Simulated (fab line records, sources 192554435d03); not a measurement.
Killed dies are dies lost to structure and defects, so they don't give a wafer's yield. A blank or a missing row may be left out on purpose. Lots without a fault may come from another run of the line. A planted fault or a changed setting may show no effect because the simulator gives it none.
Problem report in the 8D (eight disciplines) form, filled by code | flow n5_finfet | the parts of the form that need people (team, actions taken, sign-off) are left out

1. THE PROBLEM
time_to_endpoint_s at N5_BEOL_M7_CMP_52 reads a mean of 84.8 s on 2 wafers of 2 lots; wafers without a fault read 62.4 s with a standard deviation of 2.6. That is +8.6 standard deviations from the usual mean.
The step: polishes, stops on SiCOH lowk, t overpolish 6.9 s, target thk 80 nm.
First seen on wafer L722.1, day 13 16:04, on cmp-04. The record holds 32 wafers of 11 lots with a number at this step. Rule for "out", or "out of limits": more than 4 standard deviations from the usual mean. The other wafers with a number count as sound.

2. WHAT IT IS AND WHAT IT IS NOT
question                    | is                 | is not
which readings at this step | time_to_endpoint_s | head_pressure_psi, motor_current_A, slurry_filter_dp_kPa
which lots                  | L722, L723         | L704, L705, L706, L707, L709, L710, L711, L713, L726
which wafers of those lots  | L722.1, L723.5     | L722.4, L723.2, L723.6
read on which tools         | cmp-03, cmp-04     | cmp-01
when                        | from day 13 16:04  | up to then (25 sound wafers); but 5 sound wafers of L723, L726 came after

3. SUSPECTS, AND WHAT RULES EACH OUT
Counting: a tool at a process step up to the reading stays a suspect if it ran every lot that is out. Sound lots after the first of them don't rule it out here, since some wafers of a struck lot are sound.
- ecd_cu-01 at N5_BEOL_M7_ECD_50 (material Cu, target thk 300 nm): kept. It ran every lot that is out, first L722 (day 13 15:36); its last sound lot up to then is L710 (day 10 14:17).
Left after counting: ecd_cu-01 at N5_BEOL_M7_ECD_50.

4. THE CAUSE (what the simulator had put in)
Process parameter drift: ecd_cu-01, from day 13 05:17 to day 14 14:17, at N5_BEOL_M7_ECD_50. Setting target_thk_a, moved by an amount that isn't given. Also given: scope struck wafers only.
Counting left only this tool.

5. THE CHAIN OF EFFECTS, in route order
Each row: a reading whose mean over the struck wafers that have a number lies more than 3 standard deviations from the usual. Only readings for which the record gives a usual standard deviation are gone through. hours: the time from each lot's start at the first step in this table that gives one to its start at this step, as a median over the lots. sigmas: the change in usual standard deviations.
hours | step              | reading            | usual  | on struck wafers | change | sigmas
0     | N5_BEOL_M7_CMP_52 | time_to_endpoint_s | 62.4 s | 84.8             | +22.4  | +8.6
The process steps in it:
- N5_BEOL_M7_CMP_52: polishes, stops on SiCOH lowk, t overpolish 6.9 s, target thk 80 nm.
Later measuring or inspecting steps at which every struck wafer that the step has a row for has a number for every such reading, and none has moved that far: N5_BEOL_M8_THK_MEAS_01.

6. WHAT WOULD HAVE CAUGHT IT SOONER
In this record the first reading out of limits was taken at day 13 16:04, 11 hours after the fault began at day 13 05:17.
Of the lots that are out (2), L723 began N5_BEOL_M7_ECD_50 on ecd_cu-01 after day 13 16:04. A hold on the tool at that time would have spared it.
